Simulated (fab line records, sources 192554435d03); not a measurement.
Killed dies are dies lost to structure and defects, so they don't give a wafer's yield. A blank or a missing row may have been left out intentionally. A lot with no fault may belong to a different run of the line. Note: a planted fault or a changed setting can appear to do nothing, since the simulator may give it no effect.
Which tool is to blame? / flow n5-finfet / 11 lots with 32 wafers sampled at 4 steps, on a route of 1938 steps

WHAT THE GAUGES SHOWED, per wafer
N5_BEOL_M8_THK_MEAS_01.
lot=L584; measured=day 9 21:58; on=film-metro-01; M8_ILD_THK (nm)=154.1 156.8 158.3
lot=L586; measured=day 9 23:19; on=film-metro-02; M8_ILD_THK (nm)=153.4 156.7 159.5
lot=L587; measured=day 10 02:49; on=film-metro-01; M8_ILD_THK (nm)=178.7 180.0 182.1
lot=L585; measured=day 10 04:36; on=film-metro-02; M8_ILD_THK (nm)=179.2 181.5 182.5
lot=L597; measured=day 13 02:00; on=film-metro-02; M8_ILD_THK (nm)=153.7 155.4 156.6
lot=L598; measured=day 13 06:54; on=film-metro-02; M8_ILD_THK (nm)=152.6 155.7 157.8
lot=L599; measured=day 13 13:46; on=film-metro-01; M8_ILD_THK (nm)=158.0 159.5 158.1
lot=L601; measured=day 13 14:23; on=film-metro-02; M8_ILD_THK (nm)=154.5 158.0
lot=L604; measured=day 14 23:44; on=film-metro-02; M8_ILD_THK (nm)=156.8 157.3 156.4
lot=L603; measured=day 15 01:13; on=film-metro-02; M8_ILD_THK (nm)=152.9 155.0 155.5
lot=L605; measured=day 15 05:31; on=film-metro-01; M8_ILD_THK (nm)=157.0 158.6 162.5

TOOL THAT RAN EACH LOT (tool first, then ch and the chambers of the sampled wafers, then the start)
lot=L584; N5_BEOL_M7_PRE_CLEAN_45=pvd-sputter-03, day 9 18:11; N5_BEOL_M7_DEP_56=pecvd-03 ch 1,2, day 9 20:52; N5_BEOL_M8_CURE_74=uv-cure-01 ch 2, day 9 21:32
lot=L586; N5_BEOL_M7_PRE_CLEAN_45=pvd-sputter-01, day 9 20:37; N5_BEOL_M7_DEP_56=pecvd-01 ch 0,1,2, day 9 22:13; N5_BEOL_M8_CURE_74=uv-cure-03 ch 0, day 9 22:49
lot=L587; N5_BEOL_M7_PRE_CLEAN_45=pvd-sputter-01, day 10 00:41; N5_BEOL_M7_DEP_56=pecvd-02 ch 0,1,2, day 10 02:07; N5_BEOL_M8_CURE_74=uv-cure-01 ch 2, day 10 02:18
lot=L585; N5_BEOL_M7_PRE_CLEAN_45=pvd-sputter-02, day 10 00:47; N5_BEOL_M7_DEP_56=pecvd-03 ch 0,1,2, day 10 03:52; N5_BEOL_M8_CURE_74=uv-cure-03 ch 0, day 10 04:14
lot=L597; N5_BEOL_M7_PRE_CLEAN_45=pvd-sputter-01, day 12 23:44; N5_BEOL_M7_DEP_56=pecvd-01 ch 0,1,2, day 13 01:15; N5_BEOL_M8_CURE_74=uv-cure-02 ch 0, day 13 01:29
lot=L598; N5_BEOL_M7_PRE_CLEAN_45=pvd-sputter-01, day 13 04:14; N5_BEOL_M7_DEP_56=pecvd-01 ch 1,2, day 13 06:11; N5_BEOL_M8_CURE_74=uv-cure-01 ch 0, day 13 06:23
lot=L599; N5_BEOL_M7_PRE_CLEAN_45=pvd-sputter-02, day 13 11:19; N5_BEOL_M7_DEP_56=pecvd-03 ch 0,2, day 13 13:02; N5_BEOL_M8_CURE_74=uv-cure-01 ch 2, day 13 13:14
lot=L601; N5_BEOL_M7_PRE_CLEAN_45=pvd-sputter-02, day 13 11:48; N5_BEOL_M7_DEP_56=pecvd-03 ch 0,2, day 13 13:40; N5_BEOL_M8_CURE_74=uv-cure-03 ch 2, day 13 13:57
lot=L604; N5_BEOL_M7_PRE_CLEAN_45=pvd-sputter-03, day 14 20:56; N5_BEOL_M7_DEP_56=pecvd-02 ch 0,1, day 14 22:53; N5_BEOL_M8_CURE_74=uv-cure-01 ch 2, day 14 23:23
lot=L603; N5_BEOL_M7_PRE_CLEAN_45=pvd-sputter-02, day 14 21:28; N5_BEOL_M7_DEP_56=pecvd-01 ch 0,1,2, day 15 00:31; N5_BEOL_M8_CURE_74=uv-cure-03 ch 1, day 15 00:47
lot=L605; N5_BEOL_M7_PRE_CLEAN_45=pvd-sputter-02, day 15 01:34; N5_BEOL_M7_DEP_56=pecvd-01 ch 1,2, day 15 04:48; N5_BEOL_M8_CURE_74=uv-cure-01 ch 2, day 15 05:09
- N5_BEOL_M7_PRE_CLEAN_45: time 30 s.
- N5_BEOL_M7_DEP_56: deposits SiCN from 3MS/NH3, target thk 10 nm, time 17.5 s.
- N5_BEOL_M8_CURE_74: cures SiCOH lowk, time 240 s.

THE ANSWER, worked out from the rows above alone
Rule: usual is defined by the lots themselves. Put in order of their means at a reading, lots are off if they are a third of the lots or fewer, leave a main group of 4 or more, and stand apart from it by a gap of 3 or more times the standard deviation of the main group's means; of several such gaps the widest counts. A main group whose means are all the same, to the digits that the tables above print for the reading, isn't used. A lot without any number at a reading at which 4 lots or more have one is off too. All remaining lots with rows at the step are treated as sound.
Off: L587, L585, seen at N5_BEOL_M8_THK_MEAS_01 (M8_ILD_THK). Main group: mean 156.6 nm, sd 1.5.
A tool fits if, at a process step before that reading, it ran every lot that is off, and no sound lot after the first of them. The gauges at N5_BEOL_M8_THK_MEAS_01 are tried like those tools. Not one of the candidates tried fits.

WHAT THE SIMULATOR HAD INSERTED
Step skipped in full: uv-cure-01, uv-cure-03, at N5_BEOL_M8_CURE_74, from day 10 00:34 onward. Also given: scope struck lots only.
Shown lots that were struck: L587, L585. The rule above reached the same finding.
